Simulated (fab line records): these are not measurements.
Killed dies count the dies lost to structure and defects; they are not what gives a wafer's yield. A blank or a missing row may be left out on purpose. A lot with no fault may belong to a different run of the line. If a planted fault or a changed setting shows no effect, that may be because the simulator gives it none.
Problem report, 8D (eight disciplines) form, completed by code ; flow n5-finfet ; the parts of the form that need people (team, actions taken, sign-off) are left out

== 1. PROBLEM STATEMENT ==
At N5_BEOL_M15_COAT_58, spin-speed-rpm averages 1361.2 rpm over 6 wafers from 2 lots, while fault-free wafers read 1500.1 rpm, standard deviation 1.1. That is -99 or more standard deviations from the usual mean.
The step: time 60 s, resist thk 89 nm.
Seen first at day 12 21:55 on litho-track-04, wafer L428.1. At this step, 18 wafers from 6 lots have a number in the record. The rule behind "out" and "out of limits": a value lying over 4 standard deviations away from the usual mean. All remaining wafers that have a number are taken as sound.

== 2. WHAT THIS IS AND IS NOT ==
question;is;is not
which readings at this step;spin-speed-rpm;dispense-pressure-kPa
which lots;L428, L431;L425, L434, L437, L439
which wafers of those lots;all that have a number;-
read on which tools;litho-track-04;litho-track-03, litho-track-05
when;from day 12 21:55;"up to then (3 sound wafers); but 9 sound wafers of L434, L437, L439 came after"

== 3. THE SUSPECTS, EACH WITH WHAT RULES IT OUT ==
Counting: any tool at a process step up to the reading is kept as a suspect provided that every lot that is out went through it and no sound lot did after the first of them.
- litho-track-04 at N5_BEOL_M15_COAT_58 (time 60 s, resist thk 89 nm): kept. Every lot that is out went through it, starting with L428 (day 12 21:55), and after that it ran no sound lot; the last sound lot it ran before then is L425 (day 12 00:02). On those wafers its own readings are out: spin-speed-rpm.
Remaining after the count: litho-track-04 at N5_BEOL_M15_COAT_58.

== 4. THE CAUSE (what the simulator had put in) ==
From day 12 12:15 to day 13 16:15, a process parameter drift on litho-track-04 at N5_BEOL_M15_COAT_58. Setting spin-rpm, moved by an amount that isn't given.
The count eliminated every tool but this one.

== 5. THE CHAIN OF EFFECTS, in route order ==
One row per reading whose mean, taken over the struck wafers that have a number, lies over 3 standard deviations from the usual. Only readings for which the record gives a usual standard deviation are gone through. hours: the time from each lot's start at the first step in this table that gives one to its start at this step, as a median over the lots. sigmas: the change in usual standard deviations.
hours;step;reading;usual;on struck wafers;change;sigmas
0;N5_BEOL_M15_COAT_58;spin-speed-rpm;1500.1 rpm;1361.2;-138.9;-99 or more
It contains these process steps:
- N5_BEOL_M15_COAT_58: time 60 s, resist thk 89 nm.
At these later measuring or inspecting steps, every struck wafer for which the step has a row has a number for every such reading, and none has moved that far: N5_BEOL_M15_CD_MEAS_10, N5_BEOL_M15_OVL_MEAS_11, N5_BEOL_M15_INSPECT_12.

== 6. WHAT WOULD HAVE CAUGHT IT SOONER ==
In this record no reading fell out of limits until day 12 21:55, 10 hours after the fault had begun at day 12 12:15.
